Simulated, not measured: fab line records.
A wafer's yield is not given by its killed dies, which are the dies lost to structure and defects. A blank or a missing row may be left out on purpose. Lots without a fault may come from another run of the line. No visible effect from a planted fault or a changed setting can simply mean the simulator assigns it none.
Matching of chambers    flow n5 finfet    rie diel-05 running N5_BEOL_M12_VIA_ETCH_16: 4 sister chambers
The step etches SiOC in C4F8/O2/Ar, target depth 724.8 nm. 24 wafers are shown with their chamber, then 12 later ones without.

WAFERS, EACH WITH ITS CHAMBER
wafer   chamber  throttle valve pct (%)  oes product au (a.u.)  showerhead plenum p Torr (Torr)
L075.1  3        24.71                   0.62                   3.37
L075.5  0        23.69                   0.80                   3.35
L075.6  3        24.70                   0.62                   3.37
L074.1  2        24.31                   0.64                   3.38
L074.2  3        24.69                   0.62                   3.37
L074.5  3        24.69                   0.61                   3.37
L076.2  1        24.40                   0.63                   3.24
L076.3  2        24.32                   0.64                   3.38
L076.5  0        23.72                   0.80                   3.34
L077.1  3        24.71                   0.61                   3.37
L077.4  0        23.73                   0.79                   3.34
L077.5  3        24.73                   0.61                   3.36
L078.1  0        23.73                   0.77                   3.34
L078.5  3        24.70                   0.60                   3.36
L078.6  0        23.73                   0.78                   3.34
L089.1  1        24.12                   0.83                   3.63
L089.3  0        23.75                   0.75                   3.33
L089.4  0        23.76                   0.76                   3.33
L085.2  2        24.37                   0.61                   3.36
L085.3  1        24.15                   0.83                   3.62
L085.5  0        23.76                   0.75                   3.33
L093.1  0        23.75                   0.74                   3.32
L093.4  3        24.41                   0.86                   3.36
L093.5  0        23.77                   0.75                   3.32

SIGNATURES, as means of the wafers listed above
reading                   chamber 0  chamber 1  chamber 2  chamber 3  scatter within a chamber
throttle valve pct        23.7390    24.2233    24.3333    24.6675    0.081
oes product au            0.7690     0.7633     0.6300     0.6438     0.0654
showerhead plenum p Torr  3.3340     3.4967     3.3733     3.3662     0.0708
Rule: for a wafer and a chamber, the distance is found by dividing, reading by reading, the gap between the wafer's reading and the chamber's mean by the reading's scatter, squaring, summing and taking the root. The wafer belongs to the nearest chamber; if the next one is less than 2 further off, it can't be placed. The scatter: take each reading less its chamber's mean, square it, sum over the shown wafers, divide by the number of wafers less the number of chambers, and take the root.

WAFERS WITHOUT THEIR CHAMBER
wafer   throttle valve pct (%)  oes product au (a.u.)  showerhead plenum p Torr (Torr)
L096.2  24.12                   0.80                   3.62
L096.4  24.40                   0.83                   3.35
L096.6  24.13                   0.79                   3.62
L095.3  24.14                   0.79                   3.61
L095.4  24.06                   0.87                   3.36
L095.6  23.77                   0.74                   3.32
L090.2  24.43                   0.82                   3.35
L090.4  24.04                   0.88                   3.35
L090.6  23.80                   0.74                   3.32
L097.1  24.41                   0.80                   3.34
L097.2  24.05                   0.85                   3.35
L097.6  24.15                   0.77                   3.61

WHICH CHAMBER EACH WENT THROUGH
wafer   from the rows above           in truth
L096.2  1                             1
L096.4  can't be placed: 1 or 2 or 3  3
L096.6  1                             1
L095.3  1                             1
L095.4  can't be placed: 1 or 0 or 2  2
L095.6  0                             0
L090.2  can't be placed: 2 or 1 or 3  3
L090.4  can't be placed: 1 or 0 or 2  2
L090.6  0                             0
L097.1  can't be placed: 2 or 1 or 3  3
L097.2  can't be placed: 1 or 0 or 2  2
L097.6  1                             1
Placed correctly: 6 of 12. Not placeable from these rows: 6 (in 6, the candidates include the true chamber). 0 placed wrongly.
